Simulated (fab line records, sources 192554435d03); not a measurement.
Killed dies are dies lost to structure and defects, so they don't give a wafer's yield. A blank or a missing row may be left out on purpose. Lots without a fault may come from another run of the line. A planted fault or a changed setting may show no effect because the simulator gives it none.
Which tool did it? | flow n5_finfet | 12 lots, 36 wafers sampled, at 4 steps of a route of 1938

WHAT THE GAUGES READ, wafer by wafer
N5_MOL_CONTACT_COAG_CD_MEAS_101: target cd 16 nm.
lot  | measured     | on        | cd_nm (nm)
L075 | day 5 11:42  | cd_sem-02 | 16.23 16.48 15.77
L077 | day 6 00:47  | cd_sem-01 | 15.96 16.38 15.85
L079 | day 6 10:06  | cd_sem-03 | 16.18 16.02 16.15
L081 | day 7 01:32  | cd_sem-02 | 15.91 15.29 16.02
L083 | day 7 10:37  | cd_sem-02 | 16.02 15.34 15.51
L086 | day 8 04:18  | cd_sem-01 | 16.01 16.15 16.38
L087 | day 8 11:13  | cd_sem-02 | 15.96 15.72 16.34
L089 | day 9 01:01  | cd_sem-02 | 16.05 15.36 15.71
L091 | day 9 08:19  | cd_sem-03 | 16.03 15.99 15.57
L093 | day 9 21:22  | cd_sem-02 | 16.16 16.01 15.92
L095 | day 10 12:25 | cd_sem-02 | 15.98 15.80 15.80
L096 | day 11 00:47 | cd_sem-03 | 16.00 15.51 15.58

WHICH TOOL RAN EACH LOT (tool, then ch and the chambers of the sampled wafers, then the start)
lot  | N5_MOL_CONTACT_COAG_ETCHBACK_135   | N5_MOL_CONTACT_COAG_ETCH_65       | N5_MOL_CONTACT_COAG_STRIP_49
L075 | rie_diel-06 ch 1,2, day 5 09:49    | rie_diel-02 ch 2,3, day 5 10:55   | plasma_asher-01 ch 0,1, day 5 11:34
L077 | rie_diel-02 ch 0,2, day 5 23:10    | rie_diel-02 ch 0,2,3, day 6 00:01 | plasma_asher-01 ch 0,1, day 6 00:38
L079 | rie_diel-01 ch 0,1,2, day 6 08:26  | rie_diel-06 ch 0,1, day 6 09:17   | plasma_asher-02 ch 0,1, day 6 09:56
L081 | rie_diel-02 ch 0,2, day 6 23:17    | rie_diel-01 ch 0,1,2, day 7 00:15 | plasma_asher-01 ch 0,1, day 7 01:23
L083 | rie_diel-02 ch 0,1,2, day 7 08:36  | rie_diel-06 ch 0,1, day 7 09:35   | plasma_asher-02 ch 0,1, day 7 10:29
L086 | rie_diel-01 ch 1,2,3, day 8 02:14  | rie_diel-06 ch 0,3, day 8 03:14   | plasma_asher-02 ch 0,1, day 8 04:09
L087 | rie_diel-06 ch 0,1,3, day 8 08:06  | rie_diel-01 ch 1,3, day 8 08:57   | plasma_asher-02 ch 0,1, day 8 11:03
L089 | rie_diel-02 ch 0,3, day 8 23:23    | rie_diel-06 ch 0,2,3, day 9 00:14 | plasma_asher-01 ch 0,1, day 9 00:53
L091 | rie_diel-06 ch 1,2,3, day 9 06:35  | rie_diel-01 ch 1,2,3, day 9 07:32 | plasma_asher-02 ch 0,1, day 9 08:10
L093 | rie_diel-01 ch 0,1,3, day 9 19:44  | rie_diel-01 ch 0,3, day 9 20:35   | plasma_asher-02 ch 0,1, day 9 21:13
L095 | rie_diel-02 ch 1,2,3, day 10 10:40 | rie_diel-01 ch 0,3, day 10 11:33  | plasma_asher-01 ch 0,1, day 10 12:16
L096 | rie_diel-01 ch 0,3, day 10 23:10   | rie_diel-06 ch 2,3, day 11 00:01  | plasma_asher-02 ch 0,1, day 11 00:39
- N5_MOL_CONTACT_COAG_ETCHBACK_135: etches SiO2 in CHF3, target depth 25 nm, time 16.7 s.
- N5_MOL_CONTACT_COAG_ETCH_65: etches underlayer in N2/H2, target depth 13 nm, time 10.4 s.
- N5_MOL_CONTACT_COAG_STRIP_49: strips in N2/H2, time 30 s.

THE ANSWER, worked out from the rows above alone
Rule: what is usual is taken from the lots themselves. Put in order of their means at a reading, lots are off if they are a third of the lots or fewer, leave a main group of 4 or more, and stand apart from it by a gap of 3 or more times the standard deviation of the main group's means; of several such gaps the widest counts. A main group whose means are all the same, to the digits that the tables above print for the reading, isn't used. A lot without any number at a reading at which 4 lots or more have one is off too. The other lots that the step has rows for count as sound.
No lot is off at any reading shown: from this, nothing can be told.

WHAT THE SIMULATOR HAD PUT IN
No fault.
